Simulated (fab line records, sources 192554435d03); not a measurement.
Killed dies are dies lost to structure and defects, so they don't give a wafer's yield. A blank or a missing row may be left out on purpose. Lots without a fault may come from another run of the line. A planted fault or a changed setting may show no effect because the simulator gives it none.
fab line records | flow n5_finfet | part 2 of 2: steps 5 to 6 of 6
record lots=22 wafers=66 last_day=18
route steps=1938 shown SDB@360 HKMG_FIN@400
lots that met no fault: from a run of the same line without faults
start_h: hours from the record's first day to the start of the lot's first wafer shown | wait_h: hours since the lot's step before | " the same as in the row above | L1.1+2: a row that stands for several wafers | - no value, or no start given | * or withheld: withheld | < > ~ a bound
route shown NAME@n: a module of which the file shows steps, and the number in the route of the first | usual: mean/standard deviation of fault-free wafers | same: alike in all rows | chamber/n: place in a boat | sites: the reading at each site | _std_site: their standard deviation | _edge_site: outer sites' mean less inner sites' | radius_mm: how far each site lies from the wafer's centre | mask NAME#n: copy n | behind: the tool/chamber that last shaped the wafer | hold: why the lot was held/for how many hours/how that ended | device: the transistor (n, p or np) that didn't switch | end of line: the same wafers' tests at the end of the route | a step without rows: its recipe alone | killed: dies lost to structure and defects at the first sort, not the wafer's yield | map: a wafer's dies, x killed, . not, _ none there
set.NAME: the setting as run; set.NAME@STEP: as run at that earlier step | model.NAME: the simulator's own value behind a step, which no gauge read
steps of the route over a sample of lots; a table a step, a row a wafer
services: from which hour (start_h, from the record's first day; less than 0 if before it) a tool's chamber was out of use, for how many hours, and why
## steps
# step N5_HKMG_FIN_NWFM_ALD_20
# recipe material=TiAlC target_thk_a=20 temp_c=300 ald_precursor_family=TiCl4 ald_co_reactant=TEA pulse_time_s=3 purge_time_s=2 co_reactant_purge_time_s=2 co_reactant_pulse_time_s=10 ald_cycles=7 pressure_torr=3
# usual heater_power_w=492/41 precursor_pulse_height_rel=1.004/0.018
# same ald_cycles=7
# columns lot.wafer tool chamber start_h wait_h heater_power_w precursor_pulse_height_rel
L074.3 ald_metal-01 0 81.21 0.1 545 1.013
L074.5 " 1 " " 488 1.004
L074.6 " 0 " " 533 1.009
L076.1 ald_metal-01 3 93.97 0.3 506 1.023
L076.4 " 0 " " 538 0.986
L076.6 " 3 " " 516 1.038
L077.2 ald_metal-04 1 101.55 0.3 442 0.984
L077.3 " 0 " " 447 1.015
L077.4 " 2 " " 478 1.011
L078.3 ald_metal-04 2 104.96 0.1 467 1.002
L078.4 " 3 " " 457 0.997
L078.6 " 1 " " 444 1.009
L079.1 ald_metal-01 0 108.72 0.3 521 1.002
L079.4 " 2 " " 575 0.979
L079.6 " 1 " " 492 1.003
L080.1 ald_metal-02 3 112.68 0.3 494 1.020
L080.2 " 1 " " 439 1.017
L080.3 " 2 " " 516 0.982
L081.2 ald_metal-02 1 122.54 0.3 430 0.997
L081.4 " 3 " " 492 1.027
L081.6 " 2 " " 531 1.009
L082.2 ald_metal-02 2 128.53 0.3 517 0.999
L082.3 " 3 " " 498 0.992
L082.6 " 2 " " 537 1.006
L083.1 ald_metal-04 1 135.44 0.3 442 0.995
L083.3 " 3 " " 456 1.005
L083.6 " 3 " " 449 1.022
L085.4 ald_metal-04 3 151.88 0.1 460 1.025
L085.5 " 3 " " 458 0.987
L085.6 " 0 " " 465 0.980
L086.2 ald_metal-04 0 156.01 0.3 464 0.989
L086.4 " 2 " " 469 1.004
L086.6 " 1 " " 447 0.990
L087.1 ald_metal-02 3 160.24 0.3 490 0.965
L087.2 " 2 " " 524 1.044
L087.3 " 1 " " 432 1.022
L088.1 ald_metal-01 1 163.65 0.3 494 1.013
L088.2 " 0 " " 522 0.986
L088.3 " 3 " " 524 1.005
L089.1 ald_metal-01 0 166.85 0.3 526 1.015
L089.3 " 3 " " 519 0.988
L089.4 " 1 " " 508 1.013
L090.2 ald_metal-01 1 172.48 0.3 484 1.017
L090.3 " 3 " " 519 1.029
L090.5 " 3 " " 523 1.023
L091.3 ald_metal-02 1 177.89 0.1 431 1.038
L091.4 " 0 " " 465 1.005
L091.6 " 0 " " 487 0.977
L092.2 ald_metal-01 1 190.88 0.3 490 1.030
L092.4 " 2 " " 559 1.020
L092.6 " 3 " " 513 1.014
L093.1 ald_metal-04 0 193.59 0.3 453 0.994
L093.4 " 2 " " 473 0.992
L093.6 " 3 " " 457 0.985
L094.1 ald_metal-01 3 198.93 0.3 521 1.013
L094.2 " 2 " " 575 1.018
L094.3 " 0 " " 510 0.988
L095.3 ald_metal-04 1 209.92 0.1 440 0.990
L095.5 " 0 " " 448 1.030
L095.6 " 3 " " 451 1.001
L096.2 ald_metal-04 2 215.14 0.3 479 1.007
L096.3 " 0 " " 465 1.000
L096.5 " 1 " " 457 1.009
L097.2 ald_metal-02 2 215.75 0.3 533 0.994
L097.4 " 0 " " 472 0.995
L097.5 " 2 " " 546 1.004
# step N5_HKMG_FIN_ETCH_67
# recipe chemistry=N2/H2 target=SOC target_depth_a=3889 stop_on=TiN ion_energy_ev=100 bias_w=61 pressure_mtorr=30 source_w=850 n2_flow_sccm=200 h2_flow_sccm=200
# usual drypump_motor_current_A=5.8/0.39 oes_product_au=0.75/0.1 rf_vpp_V=240.7/1.6 showerhead_plenum_p_Torr=2.55/0.11 throttle_valve_pct=17.84/0.28
# columns lot.wafer tool chamber start_h wait_h drypump_motor_current_A oes_product_au rf_hours_counter_h rf_vpp_V showerhead_plenum_p_Torr throttle_valve_pct
L074.3 rie_diel-04 2 81.65 - 5.3 0.70 198 239.8 2.55 18.27
L074.5 " 0 " " 5.6 0.93 - 242.7 2.74 17.81
L074.6 " 3 " " 6.1 0.66 - 240.3 2.49 17.55
L076.1 rie_diel-02 3 94.41 - 6.6 0.69 177 240.8 2.54 17.76
L076.4 " 1 " " 5.9 0.65 238 240.6 2.63 18.06
L076.6 " 0 " " 6.1 0.71 - 238.9 2.44 17.69
L077.2 rie_diel-05 0 101.99 - 5.2 0.69 238 242.1 2.63 17.79
L077.3 " 1 " " 6.1 0.77 127 243.0 2.65 17.79
L077.4 " 2 " " 5.5 0.74 - 237.5 2.34 17.65
L078.3 rie_diel-02 0 105.40 - 6.1 0.70 184 238.5 2.44 17.71
L078.4 " 1 " " 5.9 0.66 242 241.2 2.63 18.08
L078.6 " 3 " " 6.6 0.69 - 240.6 2.54 17.76
L079.1 rie_diel-02 0 109.27 - 6.1 0.70 185 239.5 2.43 17.71
L079.4 " 1 " " 5.9 0.65 244 241.3 2.63 18.07
L079.6 " 2 " " 5.6 0.69 - 239.1 2.53 18.10
L080.1 rie_diel-02 3 113.12 - 6.6 0.69 184 239.9 2.54 17.76
L080.2 " 2 " " 5.6 0.69 213 241.7 2.53 18.09
L080.3 " 1 " " 5.9 0.66 245 241.4 2.63 18.05
L081.2 rie_diel-02 2 123.06 - 5.6 0.69 217 240.7 2.53 18.11
L081.4 " 3 " " 6.6 0.69 189 241.1 2.53 17.78
L081.6 " 3 " " 6.6 0.68 - 240.3 2.53 17.79
L082.2 rie_diel-04 2 128.97 - 5.3 0.68 217 240.5 2.54 18.33
L082.3 " 1 " " 5.5 0.70 203 241.4 2.63 17.66
L082.6 " 0 " " 5.6 0.89 - 243.7 2.73 17.85
L083.1 rie_diel-02 2 135.88 - 5.6 0.69 223 240.6 2.53 18.11
L083.3 " 1 " " 5.9 0.65 250 239.7 2.62 18.08
L083.6 " 1 " " 5.9 0.64 - 241.5 2.62 18.08
L085.4 rie_diel-02 0 152.42 - 6.1 0.69 - 238.4 2.43 17.74
L085.5 " 2 " " 5.6 0.69 - 240.8 2.53 18.12
L085.6 " 3 " " 6.6 0.67 - 241.8 2.53 17.79
L086.2 rie_diel-05 3 156.45 - 5.5 0.93 14 242.0 2.50 18.02
L086.4 " 3 " " 5.5 0.93 - 239.2 2.50 18.01
L086.6 " 1 " " 6.1 0.75 - 240.9 2.64 17.83
L087.1 rie_diel-05 2 160.68 - 5.4 0.71 166 236.7 2.33 17.68
L087.2 " 0 " " 5.1 0.96 1 242.3 2.62 17.33
L087.3 " 1 " " 6.1 0.75 150 241.9 2.64 17.84
L088.1 rie_diel-04 3 164.27 - 6.1 0.96 4 240.7 2.48 17.25
L088.2 " 1 " " 5.4 0.68 219 243.2 2.63 17.71
L088.3 " 2 " " 5.3 0.67 234 239.7 2.53 18.33
L089.1 rie_diel-04 0 167.34 - 5.6 0.87 45 242.1 2.72 17.88
L089.3 " 2 " " 5.3 0.66 235 241.3 2.53 18.34
L089.4 " 3 " " 6.0 0.95 5 239.4 2.48 17.25
L090.2 rie_diel-04 0 173.32 - 5.6 0.86 47 243.2 2.72 17.88
L090.3 " 3 " " 6.0 0.94 7 240.5 2.48 17.25
L090.5 " 0 " " 5.6 0.85 - 243.8 2.72 17.89
L091.3 rie_diel-04 0 178.33 - 5.6 0.84 50 241.9 2.72 17.90
L091.4 " 3 " " 6.1 0.93 - 239.7 2.48 17.27
L091.6 " 2 " " 5.3 0.67 - 240.6 2.53 18.36
L092.2 rie_diel-02 2 191.41 - 5.6 0.67 245 240.7 2.52 18.17
L092.4 " 1 " " 5.9 0.90 14 242.5 2.62 17.64
L092.6 " 1 " " 5.9 0.89 - 243.2 2.62 17.63
L093.1 rie_diel-04 0 194.15 - 5.6 0.84 56 243.8 2.72 17.89
L093.4 " 2 " " 5.3 0.67 - 240.5 2.53 18.36
L093.6 " 3 " " 6.0 0.91 - 239.7 2.47 17.27
L094.1 rie_diel-02 1 199.40 - 6.0 0.89 18 241.5 2.62 17.64
L094.2 " 3 " " 6.5 0.66 215 241.2 2.52 17.82
L094.3 " 0 " " 6.2 0.68 221 239.0 2.42 17.75
L095.3 rie_diel-05 2 210.35 - 5.5 0.71 184 238.6 2.32 17.72
L095.5 " 2 " " 5.5 0.70 - 238.3 2.32 17.72
L095.6 " 0 " " 5.1 0.91 - 240.4 2.61 17.35
L096.2 rie_diel-05 0 215.60 - 5.1 0.89 22 241.3 2.61 17.37
L096.3 " 1 " " 6.2 0.74 171 243.1 2.63 17.87
L096.5 " 1 " " 6.2 0.74 - 241.4 2.63 17.88
L097.2 rie_diel-05 2 216.29 - 5.4 0.70 188 236.8 2.32 17.74
L097.4 " 0 " " 5.1 0.89 23 243.2 2.61 17.38
L097.5 " 2 " " 5.5 0.70 - 237.6 2.32 17.74
## services
# columns tool chamber start_h hours kind
rie_diel-05 - 46.75 2.8 pm
ald_metal-01 - 48.91 14.6 pm
ald_metal-02 1 51.33 2.9 repair
rie_diel-02 - 63.88 0.1 repair
ald_metal-01 3 66.14 23.5 repair
rie_diel-04 1 84.16 5.7 repair
ald_metal-02 - 90.28 6.0 pm
ald_metal-01 0 97.94 5.1 repair
ald_metal-02 - 118.81 1.0 repair
ald_metal-01 - 131.39 28.1 pm
rie_diel-02 1 136.01 - clean
rie_diel-02 1 136.01 - consumable_replace:focus_ring
rie_diel-02 1 136.01 16.5 scheduled_down
rie_diel-02 1 136.01 16.5 vent_cycle
rie_diel-04 3 143.18 13.8 repair
ald_metal-02 0 147.49 20.1 repair
rie_diel-05 - 164.14 0.3 repair
rie_diel-05 - 171.64 2.2 repair
rie_diel-02 3 173.21 5.4 repair
rie_diel-04 1 175.48 62.1 repair
rie_diel-05 3 201.47 13.7 repair
ald_metal-01 - 203.65 0.5 repair
ald_metal-04 - 204.95 0.5 repair
rie_diel-02 2 205.13 - clean
